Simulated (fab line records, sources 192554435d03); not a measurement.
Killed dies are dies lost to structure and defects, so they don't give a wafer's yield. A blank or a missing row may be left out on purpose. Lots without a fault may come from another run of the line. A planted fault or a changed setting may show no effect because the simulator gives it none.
A struck lot beside a sound one | flow n5_finfet | 16 steps out of a route of 1938
Sound: wafers L523.1, L523.2, L523.6. Struck: wafers L535.2, L535.4, L535.6. The cause comes at the end.
At each step with rows: each side's tool, then ch and its chambers, then its first start. Under that, the readings that differ: sound wafers | struck wafers | difference of the means | sigmas: that difference in standard deviations of wafers without a fault.
alike: readings whose means differ by less than 2 such deviations, and words and numbers that are the same on both sides. not compared: withheld readings, readings that some wafer has no value for, bounds like >300 that may hide the same value, and numbers for which the record gives no deviation and whose values overlap.
The two part at a step that has a row with sigmas, a row that says differs or no value, or rows on one side only. Numbers that don't overlap but have no deviation are shown without sigmas and don't part them. A reading that every wafer of one side lacks parts them only if that side has two wafers or more.

first, 2 steps without rows for these wafers: N5_BEOL_M3_PRECLEAN_42 (cleans in residue remover, time 60 s); N5_BEOL_M3_SRD_43 (time 30 s).
N5_BEOL_M3_CD_MEAS_35: target cd 18 nm, target cd y 21 nm.
  sound on cd_sem-01, day 7 02:14; struck on cd_sem-01, day 10 13:44
  alike: cd_nm
N5_BEOL_M3_DEGAS_44: time 60 s.
  sound on pvd_sputter-03, day 7 02:29; struck on pvd_sputter-03, day 10 14:04
  alike: heater_power_w
then, 2 steps without rows for these wafers: N5_BEOL_M3_PRE_CLEAN_45 (time 30 s); N5_BEOL_M3_ALD_84 (deposits TaN, pulse time 2 s, purge time 3 s, co reactant purge time 2 s).
N5_BEOL_M3_SURFACE_TREAT_85:
  sound on pvd_sputter-01, day 7 02:49; struck on pvd_sputter-01, day 10 14:38
  not compared: throttle_valve_pct
then, 1 step without rows for these wafers: N5_BEOL_M3_CVD_47 (deposits Co from CCTBA/H2, target thk 3 nm, time 223.8 s).
N5_BEOL_M3_SPUTTER_48: material Cu, target thk 4.5 nm, time 8.29 s.
  sound on pvd_sputter-01, day 7 03:07; struck on pvd_sputter-01, day 10 15:07
  alike: chamber_pressure_pa, chuck_gas_flow_sccm, throttle_valve_pct
N5_BEOL_M3_ANNEAL_49: time 240 s.
  sound on pvd_sputter-01, day 7 03:11; struck on pvd_sputter-01, day 10 15:11
  alike: heater_power_w
N5_BEOL_M3_SPUTTER_79: material Cu, target thk 4.5 nm, time 8.29 s.
  sound on pvd_sputter-01, day 7 03:20; struck on pvd_sputter-01, day 10 17:53
  alike: chamber_pressure_pa, chuck_gas_flow_sccm, throttle_valve_pct
then, 1 step without rows for these wafers: N5_BEOL_M3_ANNEAL_80 (time 240 s).
N5_BEOL_M3_SPUTTER_81: material Cu, target thk 4.5 nm, time 8.29 s.
  sound on pvd_sputter-01, day 7 03:33; struck on pvd_sputter-01, day 10 18:08
  no value came back on the struck wafers for chamber_pressure_pa (Pa), chuck_gas_flow_sccm (sccm), throttle_valve_pct (%); on the sound wafers chamber_pressure_pa (Pa) reads 0.06956 0.06989 0.06988
then, 1 step without rows for these wafers: N5_BEOL_M3_ANNEAL_82 (time 240 s).
N5_BEOL_M4_RC_MEAS_101:
  sound on prober-02 ch 0, day 7 17:55; struck on prober-02 ch 0, day 11 09:32
  alike: DIBL_N, DIBL_P, IOFF_N, IOFF_P, ION_N, ION_P, SS_N, SS_P, VT_N, VT_P
-- the record jumps here: 4 days lie between the struck wafers' starts before and after (it left off in module BEOL_M4 and takes up again in module PASSIVATION, whose first step shown is number 1936 of the route) --
N5_PASSIVATION_PROBE_49:
  the record has rows for the struck wafers here (prober-01, day 15 17:25) and none for the sound ones

WHERE THEY PART
First at N5_BEOL_M3_SPUTTER_81; last, within this record, at N5_PASSIVATION_PROBE_49.

WHY: what the simulator had put in
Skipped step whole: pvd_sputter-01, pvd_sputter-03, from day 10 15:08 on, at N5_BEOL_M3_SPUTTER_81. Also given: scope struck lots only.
